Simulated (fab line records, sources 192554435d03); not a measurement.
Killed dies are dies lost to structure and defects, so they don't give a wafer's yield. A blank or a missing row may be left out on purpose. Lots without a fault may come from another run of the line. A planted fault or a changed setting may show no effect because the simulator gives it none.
Chamber matching | flow n5_finfet | N5_BEOL_M6_ETCH_72 on rie_diel-03: 4 sister chambers
The step etches underlayer in N2/H2, target depth 6.5 nm, time 5.2 s. 18 wafers are shown with their chamber, then 9 later ones without.

WAFERS WITH THEIR CHAMBER
wafer  | chamber | showerhead_plenum_p_Torr (Torr) | drypump_motor_current_A (A) | throttle_valve_pct (%)
L075.3 | 3       | 2.61                            | 5.5                         | 17.95
L075.4 | 1       | 2.57                            | 6.3                         | 17.87
L075.6 | 3       | 2.61                            | 5.5                         | 17.98
L076.2 | 2       | 2.60                            | 5.3                         | 18.04
L076.3 | 1       | 2.57                            | 6.3                         | 17.90
L076.5 | 2       | 2.60                            | 5.3                         | 18.05
L079.1 | 0       | 2.50                            | 5.8                         | 17.54
L079.2 | 1       | 2.57                            | 6.3                         | 17.88
L079.3 | 3       | 2.60                            | 5.5                         | 17.98
L079.4 | 2       | 2.60                            | 5.4                         | 18.07
L079.5 | 3       | 2.60                            | 5.5                         | 17.99
L079.6 | 2       | 2.60                            | 5.3                         | 18.07
L082.1 | 0       | 2.50                            | 5.8                         | 17.53
L082.2 | 3       | 2.60                            | 5.5                         | 18.03
L082.3 | 1       | 2.57                            | 6.3                         | 17.91
L082.4 | 3       | 2.60                            | 5.5                         | 18.01
L082.5 | 1       | 2.57                            | 6.3                         | 17.93
L082.6 | 0       | 2.50                            | 5.8                         | 17.54

SIGNATURES (means of the wafers above)
reading                  | chamber 0 | chamber 1 | chamber 2 | chamber 3 | scatter within a chamber
showerhead_plenum_p_Torr | 2.5000    | 2.5700    | 2.6000    | 2.6033    | 0.00309
drypump_motor_current_A  | 5.800     | 6.300     | 5.325     | 5.500     | 0.0231
throttle_valve_pct       | 17.5367   | 17.8980   | 18.0575   | 17.9900   | 0.0221
Rule: a wafer's distance from a chamber is the root of the sum, over the readings, of the square of ((its reading less the chamber's mean) divided by the reading's scatter). The wafer belongs to the nearest chamber; if the next one is less than 2 further off, it can't be placed. The scatter: the root of (the sum of the squares of (reading less its chamber's mean) over the shown wafers, divided by (wafers less chambers)).

WAFERS WITHOUT THEIR CHAMBER
wafer  | showerhead_plenum_p_Torr (Torr) | drypump_motor_current_A (A) | throttle_valve_pct (%)
L084.2 | 2.50                            | 5.8                         | 17.57
L084.3 | 2.60                            | 5.4                         | 17.59
L084.6 | 2.59                            | 5.5                         | 17.99
L091.1 | 2.59                            | 5.4                         | 18.06
L091.2 | 2.49                            | 5.8                         | 17.61
L091.6 | 2.59                            | 5.4                         | 17.64
L090.2 | 2.49                            | 5.8                         | 17.59
L090.4 | 2.59                            | 5.5                         | 18.03
L090.5 | 2.49                            | 5.8                         | 17.58

WHICH CHAMBER EACH WENT THROUGH
wafer  | from the rows above | in truth
L084.2 | 0                   | 0
L084.3 | 3                   | 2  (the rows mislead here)
L084.6 | 3                   | 3
L091.1 | 2                   | 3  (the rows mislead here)
L091.2 | 0                   | 0
L091.6 | 3                   | 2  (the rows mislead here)
L090.2 | 0                   | 0
L090.4 | 3                   | 3
L090.5 | 0                   | 0
Placed correctly: 6 of 9. Can't be placed from these rows: 0. Placed wrongly: 3.
